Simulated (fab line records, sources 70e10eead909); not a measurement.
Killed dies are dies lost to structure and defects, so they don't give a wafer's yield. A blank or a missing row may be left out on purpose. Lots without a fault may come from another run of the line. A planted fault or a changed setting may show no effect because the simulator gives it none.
fab line records | flow nand_harc
record lots=11 wafers=33 last_day=31
route steps=1302 shown P_M1@310 P_M2@340 END@1302
lots that met no fault: from a run of the same line without faults
start_h: hours from the record's first day to the start of the lot's first wafer shown | wait_h: hours since the lot's step before | " the same as in the row above | L1.1+2: a row that stands for several wafers | - no value, or no start given | * or withheld: withheld | < > ~ a bound
route shown NAME@n: a module of which the file shows steps, and the number in the route of the first | usual: mean/standard deviation of fault-free wafers | same: alike in all rows | chamber/n: place in a boat | sites: the reading at each site | _std_site: their standard deviation | _edge_site: outer sites' mean less inner sites' | radius_mm: how far each site lies from the wafer's centre | mask NAME#n: copy n | behind: the tool/chamber that last shaped the wafer | hold: why the lot was held/for how many hours/how that ended | device: the transistor (n, p or np) that didn't switch | end of line: the same wafers' tests at the end of the route | a step without rows: its recipe alone | killed: dies lost to structure and defects at the first sort, not the wafer's yield | map: a wafer's dies, x killed, . not, _ none there
set.NAME: the setting as run; set.NAME@STEP: as run at that earlier step | model.NAME: the simulator's own value behind a step, which no gauge read
steps of the route over a sample of lots; a table a step, a row a wafer
services: from which hour (start_h, from the record's first day; less than 0 if before it) a tool's chamber was out of use, for how many hours, and why
## steps
# step NHARC_P_M1_ANNEAL_31
# recipe temp_c=225 time_s=90
# usual wafer_temp_C_max=226.00/0.26
# columns lot.wafer tool chamber start_h wait_h wafer_temp_C_max
L717.1 rtp_anneal-02 0 143.12 - 225.99
L717.2 " 0 " " 226.19
L717.5 " 0 " " 226.18
L718.2 rtp_anneal-01 0 157.61 - 225.86
L718.4 " 0 " " 226.27
L718.6 " 0 " " 225.80
L720.2 rtp_anneal-02 0 182.07 - 226.16
L720.5 " 0 " " 226.12
L720.6 " 0 " " 226.08
L721.1 rtp_anneal-02 0 185.30 - 225.86
L721.2 " 0 " " 225.81
L721.4 " 0 " " 225.80
L723.1 rtp_anneal-02 0 214.05 - 225.90
L723.5 " 0 " " 225.87
L723.6 " 0 " " 225.90
L724.1 rtp_anneal-01 0 219.22 - 226.17
L724.3 " 0 " " 226.52
L724.4 " 0 " " 226.00
L726.3 rtp_anneal-02 0 235.12 - 226.42
L726.4 " 0 " " 225.93
L726.5 " 0 " " 225.98
L727.1 rtp_anneal-01 0 244.25 0.3 225.74
L727.5 " 0 " " 225.64
L727.6 " 0 " " 226.15
L729.1 rtp_anneal-01 0 271.19 - 226.27
L729.4 " 0 " " 226.17
L729.6 " 0 " " 226.05
L731.1 rtp_anneal-01 0 286.95 0.3 225.66
L731.3 " 0 " " 225.61
L731.6 " 0 " " 226.08
L733.3 rtp_anneal-01 0 306.93 0.3 226.02
L733.4 " 0 " " 225.56
L733.6 " 0 " " 225.86
# step NHARC_P_M2_PVD_20
# recipe target_thk_a=50 bias_v=168.6 power_w=15000 chamber_pressure_pa=0.12 time_s=8.06 substrate_temp_c=50 material=TaN
# usual throttle_valve_pct=29.5/1.2
# columns lot.wafer tool chamber start_h wait_h throttle_valve_pct
L717.1 pvd_sputter-01 - - - 30.4
L717.2 " - " " 29.3
L717.5 " - " " 29.2
L718.2 pvd_sputter-02 - - - 30.4
L718.4 " - " " 27.6
L718.6 " - " " 30.3
L720.2 pvd_sputter-01 - - - 30.3
L720.5 " - " " 29.5
L720.6 " - " " 29.1
L721.1 pvd_sputter-03 - - - 27.9
L721.2 " - " " 27.9
L721.4 " - " " 28.5
L723.1 pvd_sputter-02 - - - 31.3
L723.5 " - " " 27.9
L723.6 " - " " 31.2
L724.4 pvd_sputter-03 - - - 28.7
L724.1 " - " " 28.1
L724.3 " - " " 28.1
L726.3 pvd_sputter-01 - - - 29.8
L726.4 " - " " 31.0
L726.5 " - " " 31.0
L727.1 pvd_sputter-02 - - - 27.5
L727.6 " - " " 29.8
L727.5 " - " " 30.2
L729.1 pvd_sputter-01 - - - 29.8
L729.4 " - " " 30.0
L729.6 " - " " 29.7
L731.3 pvd_sputter-01 - - - 29.8
L731.1 " - " " 30.5
L731.6 " - " " 29.8
L733.4 pvd_sputter-02 - - - 28.2
L733.3 " - " " 31.8
L733.6 " - " " 27.9
# step NHARC_P_M2_ECD_22
# recipe target_thk_a=4000 bath_temp_c=25 material=Cu
# usual bath_temp_c=24.99/0.1
# columns lot.wafer tool chamber start_h wait_h bath_temp_c
L717.1 ecd_cu-01 0 146.96 - 24.92
L717.2 " 1 " " 25.07
L717.5 " 0 " " 25.10
L718.2 ecd_cu-02 1 161.39 - 24.99
L718.4 " 1 " " 24.94
L718.6 " 0 " " 24.78
L720.2 ecd_cu-01 0 185.80 - 25.02
L720.5 " 0 " " 24.99
L720.6 " 1 " " 24.87
L721.1 ecd_cu-01 1 189.07 - 25.16
L721.2 " 0 " " 24.96
L721.4 " 0 " " 25.08
L723.1 ecd_cu-01 0 217.86 - 25.20
L723.6 " 1 " " 25.04
L723.5 " 0 " " 25.10
L724.1 ecd_cu-02 1 223.06 - 24.99
L724.4 " 1 " " 24.98
L724.3 " 0 " " 25.13
L726.4 ecd_cu-02 0 238.83 - 24.86
L726.3 " 1 " " 24.95
L726.5 " 1 " " 24.91
L727.1 ecd_cu-01 1 248.03 - 25.01
L727.6 " 1 " " 25.11
L727.5 " 0 " " 24.93
L729.1 ecd_cu-02 1 274.86 - 24.93
L729.4 " 0 " " 24.84
L729.6 " 1 " " 24.88
L731.1 ecd_cu-02 1 290.78 - 24.74
L731.3 " 0 " " 24.93
L731.6 " 1 " " 24.97
L733.4 ecd_cu-02 0 310.57 - 24.74
L733.3 " 1 " " 25.02
L733.6 " 0 " " 24.82
# step NHARC_P_M2_CMP_23
# recipe t_overpolish_s=20 target_thk_nm=144.3
# usual motor_current_A=11.9/1.1 time_to_endpoint_s=28.9/2.4
# columns lot.wafer tool chamber start_h wait_h motor_current_A time_to_endpoint_s
L717.2 cmp-03 3 147.70 - 12.2 26.7
L717.1 " 0 " " 13.1 30.7
L717.5 " 3 " " 11.8 30.5
L718.2 cmp-02 2 162.12 - 10.2 26.2
L718.4 " 3 " " 12.8 28.9
L718.6 " 0 " " 11.7 27.6
L720.2 cmp-03 1 186.52 - 12.0 33.1
L720.5 " 1 " " 11.6 30.1
L720.6 " 2 " " 10.2 30.9
L721.1 cmp-01 2 189.79 - 11.9 22.7
L721.4 " 3 " " 10.3 25.6
L721.2 " 1 " " 12.6 26.5
L723.1 cmp-03 1 218.54 - 11.9 30.0
L723.6 " 1 " " 12.4 27.5
L723.5 " 2 " " 10.4 31.1
L724.4 cmp-03 1 223.79 - 12.0 28.2
L724.3 " 2 " " 10.7 34.5
L724.1 " 3 " " 11.7 32.0
L726.4 cmp-03 2 239.48 - 10.4 30.6
L726.3 " 3 " " 12.0 29.7
L726.5 " 2 " " 10.5 28.2
L727.1 cmp-01 3 248.79 - 10.1 26.2
L727.6 " 2 " " 12.1 25.4
L727.5 " 3 " " 10.1 27.0
L729.1 cmp-03 2 275.58 - 9.8 31.7
L729.4 " 3 " " 12.0 29.6
L729.6 " 3 " " 11.8 31.2
L731.1 cmp-01 0 291.47 - 13.3 25.3
L731.3 " 2 " " 12.2 4.1
L731.6 " 0 " " 14.1 29.5
L733.4 cmp-03 3 311.20 - 11.9 10.7
L733.3 " 0 " " 13.5 29.6
L733.6 " 0 " " 13.3 11.3
# step NHARC_P_M2_THK_MEAS_24
# recipe thk_meas_gauge=xrf
# usual thk_nm=144.3/1.3
# columns lot.wafer tool chamber start_h wait_h thk_nm
L717.1 film_metro-01 - 148.01 - 143.7
L717.2 " - " " 144.8
L717.5 " - " " 143.8
L718.2 film_metro-01 - 162.37 - 144.8
L718.4 " - " " 145.4
L718.6 " - " " 142.3
L720.2 film_metro-01 - 186.84 - 143.7
L720.5 " - " " 145.4
L720.6 " - " " 146.0
L721.1 film_metro-01 - 190.10 - 141.3
L721.2 " - " " 143.9
L721.4 " - " " 142.3
L723.1 film_metro-01 - 218.85 - 143.8
L723.5 " - " " 145.7
L723.6 " - " " 144.8
L724.1 film_metro-01 - 224.10 - 145.8
L724.3 " - " " 145.7
L724.4 " - " " 143.9
L726.3 film_metro-01 - 239.77 - 145.9
L726.4 " - " " 146.4
L726.5 " - " " 144.8
L727.1 film_metro-01 - 249.07 - 142.6
L727.5 " - " " 143.6
L727.6 " - " " 142.5
L729.1 film_metro-02 - 275.89 - 146.2
L729.4 " - " " 143.7
L729.6 " - " " 144.8
L731.1 film_metro-01 - 291.76 - 143.8
L731.3 " - " " 111.8
L731.6 " - " " 145.8
L733.3 film_metro-01 - 311.52 - 144.6
L733.4 " - " " 112.4
L733.6 " - " " 109.8
# step NHARC_P_M2_PRE_CLEAN_32
# recipe time_s=12 temp_c=370 rf_power_w=300 gas=NH3
# usual heater_power_w=597/75
# columns lot.wafer tool chamber start_h wait_h heater_power_w
L717.1 pecvd-01 1 148.27 0.1 655
L717.2 " 2 " " 564
L717.5 " 2 " " 553
L718.2 pecvd-03 0 162.61 0.1 513
L718.6 " 2 " " 523
L718.4 " 0 " " 519
L720.2 pecvd-01 2 187.09 0.1 530
L720.6 " 0 " " 680
L720.5 " 2 " " 522
L721.1 pecvd-02 0 190.33 0.1 544
L721.2 " 1 " " 550
L721.4 " 2 " " 645
L723.1 pecvd-02 0 219.07 0.1 545
L723.5 " 1 " " 584
L723.6 " 2 " " 613
L724.3 pecvd-01 1 224.33 0.1 689
L724.1 " 0 " " 682
L724.4 " 0 " " 657
L726.3 pecvd-03 2 240.02 0.1 534
L726.4 " 0 " " 550
L726.5 " 1 " " 731
L727.1 pecvd-02 2 249.31 0.1 558
L727.5 " 2 " " 562
L727.6 " 0 " " 498
L729.1 pecvd-02 1 276.12 0.1 630
L729.6 " 1 " " 619
L729.4 " 2 " " 564
L731.3 pecvd-02 1 291.98 0.1 595
L731.1 " 0 " " 562
L731.6 " 1 " " 622
L733.3 pecvd-03 2 311.74 0.1 516
L733.6 " 0 " " 567
L733.4 " 1 " " 698
# step NHARC_END_SORT_01
# recipe temp_c=25
# usual defect_limited_yield=93.3/1.5 killed_at_array=41/10 killed_at_other=0.8/0.91 killed_at_periphery=4.2/2.9 killed_dies=46/10 killed_open=3.5/2.1 killed_short=2.5/1.6 sort_bin_2_pct=2.4/0.71 sort_bin_3_pct=0.6/0.33 sort_bin_4_pct=3.8/0.93 sort_n_pass=631/10 sort_rim_yield_pct=86/4.5 sort_yield_pct=93.3/1.5
# same gross_dies=677 sort_bin_5_pct[%]=0 sort_bin_6_pct[%]=0 sort_bin_7_pct[%]=0 sort_bin_8_pct[%]=0 sort_rim_n_gross=106.00
# columns lot.wafer tool chamber start_h wait_h defect_limited_yield[%] killed_at_array killed_at_other killed_at_periphery killed_dies killed_open killed_short sort_bin_2_pct[%] sort_bin_3_pct[%] sort_bin_4_pct[%] sort_n_pass sort_rim_yield_pct[%] sort_yield_pct[%]
L726.4 prober-01 0 675.19 3.4 93.6 38 2 3 43 3 0 2.2 0.4 3.7 634 85 93.6
L731.1 prober-02 0 728.40 2.5 89.5 70 0 1 71 2 2 3.8 0.9 5.8 606 77 89.5
L731.3 prober-02 0 730.04 3.2 0 62 1 614 677 2 3 94.2 0.9 4.9 0 0 0
L731.6 prober-02 0 732.49 4.1 92.5 47 0 4 51 2 2 3.5 0.9 3.1 626 81 92.5
L733.3 prober-01 0 729.96 3.1 91.0 52 1 8 61 5 3 2.8 0.6 5.6 616 81 91.0
L733.4 prober-01 0 730.76 3.4 0 55 1 621 677 1 5 94.2 0.9 4.9 0 0 0
L733.6 prober-01 0 732.36 4.0 0.4 47 0 627 674 4 1 95.1 0.7 3.7 3 1 0.4
# killed by level:class
L726.4 A_SLIT:chamber_film_flake=14 A_CHANNEL_HOLE_D2:chamber_film_flake=10 A_CHANNEL_FILL_D1:chamber_film_flake=5 A_WL_FILL:chamber_film_flake=3 P_BONDPAD:chamber_film_flake=2 A_CHANNEL_HOLE_D1:chamber_film_flake=2 P_CONTACT:geometric_particle:open=1 A_CHANNEL_FILL_D1:geometric_particle:open=1
L731.1 A_CHANNEL_HOLE_D1:chamber_film_flake=19 A_SLIT:chamber_film_flake=14 A_CONTACT:chamber_film_flake=12 A_CHANNEL_HOLE_D2:chamber_film_flake=11 A_STAIRCASE:chamber_film_flake=6 A_M0:geometric_particle:open=2 A_CHANNEL_FILL_D1:chamber_film_flake=2 A_ONON_D1:geometric_particle:short=1
L733.3 A_CHANNEL_HOLE_D1:chamber_film_flake=19 A_SLIT:chamber_film_flake=12 A_STAIRCASE:chamber_film_flake=7 A_CHANNEL_HOLE_D2:chamber_film_flake=5 A_CONTACT:chamber_film_flake=4 P_ZERO_WELL:chamber_film_flake=3 P_GATE:geometric_particle:open=2 P_M0:geometric_particle:open=2
L731.3 P_M2:area_ecd=614 A_SLIT:chamber_film_flake=16 A_CHANNEL_HOLE_D1:chamber_film_flake=13 A_CONTACT:chamber_film_flake=10 A_CHANNEL_HOLE_D2:chamber_film_flake=9 A_CHANNEL_FILL_D1:chamber_film_flake=3 A_BONDPAD:chamber_film_flake=3 A_ONON_D2:geometric_particle:short=1
L733.4 P_M2:area_ecd=615 A_CHANNEL_HOLE_D1:chamber_film_flake=19 A_SLIT:chamber_film_flake=14 A_CHANNEL_HOLE_D2:chamber_film_flake=8 A_CONTACT:chamber_film_flake=5 A_STAIRCASE:chamber_film_flake=4 P_ZERO_WELL:chamber_film_flake=2 P_CONTACT:geometric_particle:short=1
L733.6 P_M2:area_ecd=625 A_CHANNEL_HOLE_D1:chamber_film_flake=23 A_SLIT:chamber_film_flake=15 A_CHANNEL_HOLE_D2:chamber_film_flake=2 P_CONTACT:geometric_particle:open=1 A_DECK1_JOINT:geometric_particle:open=1 A_ONON_D2:geometric_particle:open=1 A_WL_FILL:geometric_particle:open=1
L731.6 A_CHANNEL_HOLE_D1:chamber_film_flake=19 A_SLIT:chamber_film_flake=13 A_CONTACT:chamber_film_flake=4 A_CHANNEL_HOLE_D2:chamber_film_flake=3 A_STAIRCASE:chamber_film_flake=3 A_ONON_D1:geometric_particle:short=2 P_GATE:chamber_film_flake=2 P_CONTACT:geometric_particle:open=1
## services
# columns tool chamber start_h hours kind
cmp-03 - 121.59 2.5 repair
cmp-01 - 122.67 3.5 repair
ecd_cu-02 - 129.62 1.1 repair
pecvd-01 - 130.15 13.0 pm
pecvd-03 2 152.25 3.7 repair
pecvd-02 0 153.19 15.1 repair
ecd_cu-02 - 156.15 2.3 repair
ecd_cu-01 - 160.00 8.0 pm
cmp-03 - 162.00 4.0 pm
ecd_cu-01 - 168.37 2.0 repair
pecvd-03 - 185.14 13.0 pm
cmp-01 - 185.53 4.0 pm
pecvd-01 - 205.53 1.5 repair
pvd_sputter-01 - 226.05 10.0 pm
pecvd-02 - 227.22 13.0 pm
cmp-03 - 228.83 4.4 repair
ecd_cu-02 - 244.25 8.0 pm
pvd_sputter-02 - 249.50 0.5 repair
cmp-03 - 256.67 1.6 repair
cmp-03 - 260.00 4.0 pm
ecd_cu-02 - 263.24 1.3 repair
ecd_cu-02 - 266.63 0.9 repair
pvd_sputter-02 - 282.01 10.0 pm
cmp-03 - 282.58 1.6 repair
## key
first_sign step=NHARC_P_M2_CMP_23 reading=time_to_endpoint_s direction=down sigmas=8.5 usual=* struck=*
effect step=NHARC_P_M2_THK_MEAS_24 reading=thk_nm direction=down sigmas=25 usual=144.3 struck=111.3
effect step=NHARC_END_SORT_01 reading=killed_at_periphery direction=up sigmas=99+ usual=4.2 struck=620.7
more_kills_born_at NHARC_P_M2_ECD_22@ecd_cu-02=1854
met_at NHARC_P_M2_ECD_22
struck_lots L731,L733
struck_wafers L731.3,L733.4,L733.6
later_rows_left_out L731.3,L733.4,L733.6
not_acting_at NHARC_P_M1_ANNEAL_31,NHARC_P_M2_PVD_20,NHARC_P_M2_PRE_CLEAN_32
onset_between 274.86 290.78
fault kind=process_parameter_drift tool=ecd_cu-02 chamber=0 onset_h=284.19 steps=NHARC_P_M2_ECD_22 channel=target_thk_a offset=* shape=step end_h=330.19 acts_in=* stated=*
# later_rows_left_out: the simulator's readings of these wafers behind a module that went badly wrong aren't trusted and aren't shown, but for the sort
